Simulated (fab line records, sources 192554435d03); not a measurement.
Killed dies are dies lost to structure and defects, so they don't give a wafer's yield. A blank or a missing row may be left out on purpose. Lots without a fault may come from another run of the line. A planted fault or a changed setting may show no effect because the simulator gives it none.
Which tool did it? | flow n5_finfet | 24 lots, 72 wafers sampled, at 2 steps of a route of 1938

WHAT THE GAUGES READ, wafer by wafer
N5_BEOL_M10_INSPECT_13: inspects for defects (brightfield). Usual: raw_defect_count 412, standard deviation 84.
lot  | measured     | on                | raw_defect_count | flag
L074 | day 10 02:29 | defect_inspect-02 | 364 294 411      |
L075 | day 10 05:04 | defect_inspect-01 | 401 563 477      |
L077 | day 10 05:15 | defect_inspect-01 | 342 497 504      |
L076 | day 10 09:08 | defect_inspect-01 | 437 561 426      |
L079 | day 11 06:55 | defect_inspect-01 | 449 334 442      |
L080 | day 11 07:13 | defect_inspect-02 | 347 325 353      |
L078 | day 11 08:30 | defect_inspect-01 | 458 482 402      |
L081 | day 11 13:56 | defect_inspect-01 | 381 501 444      |
L082 | day 11 19:02 | defect_inspect-02 | 386 641 410      |
L083 | day 11 19:49 | defect_inspect-02 | 416 338 436      |
L084 | day 12 05:07 | defect_inspect-02 | 449 473 498      |
L085 | day 12 14:31 | defect_inspect-02 | 352 395 315      |
L086 | day 12 21:02 | defect_inspect-01 | 482 529 435      |
L087 | day 13 03:52 | defect_inspect-02 | 481 418 406      |
L088 | day 13 14:10 | defect_inspect-01 | 486 415 335      |
L090 | day 13 14:22 | defect_inspect-02 | 417 397 433      |
L091 | day 13 22:13 | defect_inspect-02 | 590 436 454      |
L089 | day 13 22:22 | defect_inspect-02 | 226 456 396      |
L092 | day 14 12:28 | defect_inspect-01 | 310 290 418      |
L093 | day 14 20:56 | defect_inspect-02 | 393 395 331      |
L094 | day 15 00:18 | defect_inspect-01 | 352 458 288      |
L095 | day 15 00:30 | defect_inspect-01 | 334 480 416      |
L096 | day 15 12:31 | defect_inspect-02 | 539 350 288      |
L097 | day 15 17:55 | defect_inspect-01 | 454 511 473      |

WHICH TOOL RAN EACH LOT (tool, then ch and the chambers of the sampled wafers, then the start)
lot  | N5_BEOL_M10_PECVD_70
L074 | pecvd-02 ch 0,1, day 10 00:59
L075 | pecvd-02 ch 0,1, day 10 02:57
L077 | pecvd-03 ch 0,2, day 10 03:28
L076 | pecvd-02 ch 0,1, day 10 06:26
L079 | pecvd-02 ch 0,2, day 11 03:39
L080 | pecvd-03 ch 0,1,2, day 11 03:55
L078 | pecvd-02 ch 0,1,2, day 11 07:20
L081 | pecvd-02 ch 0,1, day 11 13:03
L082 | pecvd-03 ch 0,1,2, day 11 16:21
L083 | pecvd-02 ch 0,1, day 11 16:38
L084 | pecvd-04 ch 0,1, day 12 02:37
L085 | pecvd-03 ch 0,1, day 12 13:22
L086 | pecvd-03 ch 1,2, day 12 20:02
L087 | pecvd-03 ch 0,1, day 13 02:37
L088 | pecvd-02 ch 0,1,2, day 13 12:01
L090 | pecvd-03 ch 0,1,2, day 13 12:11
L091 | pecvd-02 ch 0,1,2, day 13 20:59
L089 | pecvd-02 ch 0,1,2, day 13 21:25
L092 | pecvd-03 ch 0,1, day 14 09:10
L093 | pecvd-04 ch 0,1, day 14 19:37
L094 | pecvd-04 ch 0,1, day 14 22:41
L095 | pecvd-03 ch 0,1, day 14 22:52
L096 | pecvd-02 ch 0,1,2, day 15 11:55
L097 | pecvd-03 ch 0,2, day 15 16:17
- N5_BEOL_M10_PECVD_70: deposits SiO2 from TEOS/O2, target thk 20 nm, time 22.7 s.

WHAT THE TOOLS THEMSELVES READ (means of the sampled wafers that have a number; where no wafer has one, the mark that the record gives instead)
N5_BEOL_M10_PECVD_70. Usual: heater_power_w 680 W, standard deviation 100; showerhead_plenum_p_Torr 8.77 Torr, standard deviation 0.079; throttle_valve_pct 22.7 %, standard deviation 1.2.
lot  | tool     | heater_power_w (W) | showerhead_plenum_p_Torr (Torr) | throttle_valve_pct (%) | flag
L074 | pecvd-02 | 671                | 8.71                            | 23.9                   |
L075 | pecvd-02 | 626                | 8.72                            | 23.7                   |
L077 | pecvd-03 | 739                | 8.79                            | 22.0                   |
L076 | pecvd-02 | 661                | 8.73                            | 23.7                   |
L079 | pecvd-02 | 604                | 8.69                            | 21.4                   |
L080 | pecvd-03 | 658                | 8.83                            | 22.3                   |
L078 | pecvd-02 | 681                | 8.70                            | 22.8                   |
L081 | pecvd-02 | 686                | 8.69                            | 24.0                   |
L082 | pecvd-03 | 685                | 8.84                            | 22.4                   |
L083 | pecvd-02 | 633                | 8.71                            | 24.0                   |
L084 | pecvd-04 | 702                | 8.78                            | 22.8                   |
L085 | pecvd-03 | 634                | 8.89                            | 22.9                   |
L086 | pecvd-03 | 684                | 8.82                            | 22.5                   |
L087 | pecvd-03 | 578                | 8.89                            | 22.7                   |
L088 | pecvd-02 | 646                | 8.69                            | 22.8                   |
L090 | pecvd-03 | 704                | 8.83                            | 22.3                   |
L091 | pecvd-02 | 680                | 8.69                            | 22.7                   |
L089 | pecvd-02 | 642                | 8.69                            | 22.9                   |
L092 | pecvd-03 | 660                | 8.88                            | 22.4                   |
L093 | pecvd-04 | 743                | 8.79                            | 22.9                   |
L094 | pecvd-04 | 798                | 8.80                            | 22.3                   |
L095 | pecvd-03 | 554                | 8.90                            | 22.6                   |
L096 | pecvd-02 | 645                | 8.69                            | 23.1                   |
L097 | pecvd-03 | 650                | 8.85                            | 22.1                   |

THE ANSWER, worked out from the rows above alone
Rule: a lot is off if the mean of its wafers that have a number lies more than 3 standard deviations from the usual mean. A lot without any number at a reading at which 4 lots or more have one is off too. The other lots that the step has rows for count as sound. The gauges are gone through in route order, then the tools' own readings, and for those a lot's mean is taken as printed above. The first step at which some lot is off is used, and at that step the reading that is off furthest; a lot without a number counts as furthest.
No lot is off at any reading shown: from this, nothing can be told.

WHAT THE SIMULATOR HAD PUT IN
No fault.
